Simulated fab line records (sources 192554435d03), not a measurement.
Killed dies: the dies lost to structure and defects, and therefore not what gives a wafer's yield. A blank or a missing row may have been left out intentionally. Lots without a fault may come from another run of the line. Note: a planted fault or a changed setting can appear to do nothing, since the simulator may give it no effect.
Comparing a struck lot with a sound one -- flow n5_finfet -- 37 out of 1938 route steps
Sound: wafers L643.1, L643.2, L643.5. Wafers L649.3, L649.4, L649.6 were the ones struck. At the end, the cause is stated.
At each step with rows: each side's tool, then ch and its chambers, then its first start. Under that, the readings that differ: sound wafers -- struck wafers -- difference of the means -- sigmas: that difference in standard deviations of wafers without a fault.
alike: readings with means less than 2 such deviations apart, plus words and numbers identical on both sides. not compared: withheld readings, readings lacking a value on some wafer, bounds such as >300 that could conceal the same value, and numbers that have no deviation in the record and whose values overlap.
A row with sigmas, a row that says differs or no value, or rows on one side alone: a step with any of these is where the two part. When numbers do not overlap yet have no deviation, they are printed without sigmas and do not part them. Lack of a reading on every wafer of one side parts them only where that side has two or more wafers.

first, 9 steps without rows for these wafers: N5_PASSIVATION_HARDBAKE_11 (time 120 s); N5_PASSIVATION_DESCUM_12 (chemistry O2, time 7.9 s); N5_PASSIVATION_PASS_ETCH_74 (etches SiNx in CF4/O2, target depth 220 nm, time 110 s); N5_PASSIVATION_VIA_ETCH_13 (etches SiO2 in CHF3/O2, target depth 660 nm, time 330 s); N5_PASSIVATION_STRIP_14 (strips in O2); N5_PASSIVATION_ETCH_15 (etches SiCN in CF4/N2, target depth 75 nm, time 81.2 s); N5_PASSIVATION_STRIP_73 (strips in post etch residue remover, time 60 s); N5_PASSIVATION_SRD_17 (time 30 s, dry time 30 s); N5_PASSIVATION_DEGAS_18 (time 60 s).
N5_PASSIVATION_PRE_CLEAN_19:
  struck on pvd_sputter-02, day 17 02:55; sound on pvd_sputter-02, day 15 14:19
  alike: heater_power_w
then, 26 steps without rows for these wafers: N5_PASSIVATION_SPUTTER_20 (material TaN, target thk 50 nm); N5_PASSIVATION_AL_DEP_21 (deposits Al, target thk 2800 nm, time 170 s); N5_PASSIVATION_HMDS_23 (time 60 s); N5_PASSIVATION_COAT_24; N5_PASSIVATION_EBR_26; N5_PASSIVATION_SOFTBAKE_25 (time 90 s); N5_PASSIVATION_EXPOSE_27 (exposes mask PAD, defocus 0 nm); N5_PASSIVATION_PEB_28; N5_PASSIVATION_DEVELOP_29 (develop time 60 s); N5_PASSIVATION_HARDBAKE_31 (time 120 s); N5_PASSIVATION_DESCUM_32 (chemistry O2, time 7.9 s); N5_PASSIVATION_AL_ETCH_33 (etches Al in Cl2/BCl3, stops on TaN, target depth 2800 nm, time 466.7 s); N5_PASSIVATION_ETCH_59 (etches TaN in Cl2/BCl3, target depth 65 nm, time 34.9 s); N5_PASSIVATION_STRIP_34 (strips in O2); N5_PASSIVATION_STRIP_51 (strips in post etch residue remover, time 1200 s); N5_PASSIVATION_CLEAN_69 (cleans in IPA, time 180 s); N5_PASSIVATION_SRD_70 (time 30 s); N5_PASSIVATION_PECVD_53 (deposits SiO2 from TEOS/O2, target thk 800 nm, time 169.4 s); N5_PASSIVATION_PECVD_35 (deposits SiNx from SiH4/NH3/N2, target thk 700 nm, time 151.3 s); N5_PASSIVATION_HMDS_37 (time 60 s); N5_PASSIVATION_COAT_38; N5_PASSIVATION_EBR_40; N5_PASSIVATION_SOFTBAKE_39 (time 120 s); N5_PASSIVATION_EXPOSE_41 (exposes mask PASS OPEN, defocus 0 nm, target cd 40000 nm); N5_PASSIVATION_PEB_42; N5_PASSIVATION_DEVELOP_43 (develop time 60 s).
N5_PASSIVATION_PROBE_49:
  record: rows for the struck wafers here (prober-02, day 17 08:43), none for the sound ones

== WHERE THEY PART ==
Within this record, at N5_PASSIVATION_PROBE_49 only.

WHY: what the simulator had put in
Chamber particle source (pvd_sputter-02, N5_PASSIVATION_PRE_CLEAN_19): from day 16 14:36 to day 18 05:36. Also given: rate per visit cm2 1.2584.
